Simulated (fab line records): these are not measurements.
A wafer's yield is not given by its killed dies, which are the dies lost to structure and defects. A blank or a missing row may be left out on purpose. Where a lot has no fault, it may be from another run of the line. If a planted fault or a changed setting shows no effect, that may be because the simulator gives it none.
A struck lot beside a sound one / flow nand-harc / 15 out of 1302 route steps
Sound: the wafers L307.3, L307.4, L307.6. Struck: wafer L320.5. (L320.2, L320.3 of the same lot were not struck and are left out.) The cause comes at the end.
For every step that has rows: the tool of each side, followed by ch and its chambers, followed by its first start. Under that, the readings that differ: sound wafers / struck wafers / difference of the means / sigmas: that difference in standard deviations of wafers without a fault.
alike: a reading whose means differ by less than 2 such deviations, as well as words and numbers matching on both sides. not compared: withheld readings; readings where some wafer has no value; bounds like >300 that might hide an equal value; numbers whose values overlap and for which the record gives no deviation.
A row with sigmas, a row that says differs or no value, or rows on one side alone: a step with any of these is where the two part. Non-overlapping numbers with no deviation appear without sigmas and do not part them. A reading that every wafer of one side lacks parts them only if that side has two wafers or more.

first, 8 steps without rows for these wafers: NHARC_A_CHANNEL_HOLE_D1_COAT_36 (time 75 s); NHARC_A_CHANNEL_HOLE_D1_COAT_37 (time 65 s); NHARC_A_CHANNEL_HOLE_D1_COAT_04 (resist thk 90 nm); NHARC_A_CHANNEL_HOLE_D1_SOFTBAKE_05 (time 55 s); NHARC_A_CHANNEL_HOLE_D1_EBR_06; NHARC_A_CHANNEL_HOLE_D1_EXPOSE_07 (exposes mask HOLE D1, target cd 100 nm); NHARC_A_CHANNEL_HOLE_D1_PEB_08 (peb time 65 s); NHARC_A_CHANNEL_HOLE_D1_DEVELOP_09 (develop time 35 s).
NHARC_A_CHANNEL_HOLE_D1_CD_MEAS_10 targets a cd of 100 nm.
  sound on cd-sem-02 ch 0, day 13 02:37; struck on cd-sem-01 ch 0, day 18 00:01
  alike: cd-nm
NHARC_A_CHANNEL_HOLE_D1_OVL_MEAS_11:
  sound on overlay-02 at day 13 02:42; struck on overlay-02 at day 18 00:06
  alike: overlay-x-nm, overlay-y-nm
NHARC_A_CHANNEL_HOLE_D1_INSPECT_12:
  sound on defect-inspect-01 at day 13 02:44; struck on defect-inspect-01 at day 18 00:08
  alike: raw-defect-count
NHARC_A_CHANNEL_HOLE_D1_DESCUM_15: chemistry O2, time 3 s.
  sound on rie-diel-02 ch 0,2,3, day 13 02:49; struck on rie-diel-09 ch 2, day 18 00:12
reading=oes-product-au (a.u.); sound=1.016 1.008 1.010; struck=0.991; difference=-0.020; sigmas=-2
  alike: drypump-motor-current-A, rf-vpp-V, showerhead-plenum-p-Torr, throttle-valve-pct
  not compared: rf-hours-counter-h
NHARC_A_CHANNEL_HOLE_D1_ETCH_38: etches the open film in CF4, target depth 39 nm, time 65 s.
  sound on rie-diel-02 ch 0,2, day 13 02:53; struck on rie-diel-09 ch 1, day 18 00:18
reading=oes-product-au (a.u.); sound=1.001 1.004 1.010; struck=0.815; difference=-0.190; sigmas=-21
  alike: drypump-motor-current-A, rf-vpp-V, showerhead-plenum-p-Torr, throttle-valve-pct
  not compared: rf-hours-counter-h
NHARC_A_CHANNEL_HOLE_D1_ETCH_39: etches the open film in N2/H2, target depth 260 nm, time 325 s.
  sound: rie-diel-02 ch 1,2,3; struck: rie-diel-09 ch 2
reading=h2-flow-sccm (sccm); sound=150.0 150.0 149.7; struck=150.8; difference=+0.9; sigmas=+2
reading=oes-product-au (a.u.); sound=1.009 0.993 1.012; struck=0.976; difference=-0.029; sigmas=-3
  alike: drypump-motor-current-A, rf-vpp-V, showerhead-plenum-p-Torr, throttle-valve-pct
  not compared: rf-hours-counter-h
-- record jumps: 17 days between struck wafers' starts before vs after; left off in module A_CHANNEL_HOLE_D1, resumes in module END, first step shown is number 1302 of the route --
NHARC_END_SORT_01:
  sound on prober-01 ch 0, day 29 16:17; struck on prober-01 ch 0, day 34 12:47
reading=killed-at-array; sound=45 37 33; struck=494; difference=+456; sigmas=+23
reading=killed-at-other; sound=0 0 0; struck=2; difference=+2; sigmas=+2
reading=killed-dies; sound=49 40 36; struck=499; difference=+457; sigmas=+24
  alike: killed-at-periphery, killed-open, killed-short

## WHERE THEY PART
Earliest at NHARC_A_CHANNEL_HOLE_D1_DESCUM_15; latest, in this record, at NHARC_END_SORT_01.

WHY: the cause the simulator had injected
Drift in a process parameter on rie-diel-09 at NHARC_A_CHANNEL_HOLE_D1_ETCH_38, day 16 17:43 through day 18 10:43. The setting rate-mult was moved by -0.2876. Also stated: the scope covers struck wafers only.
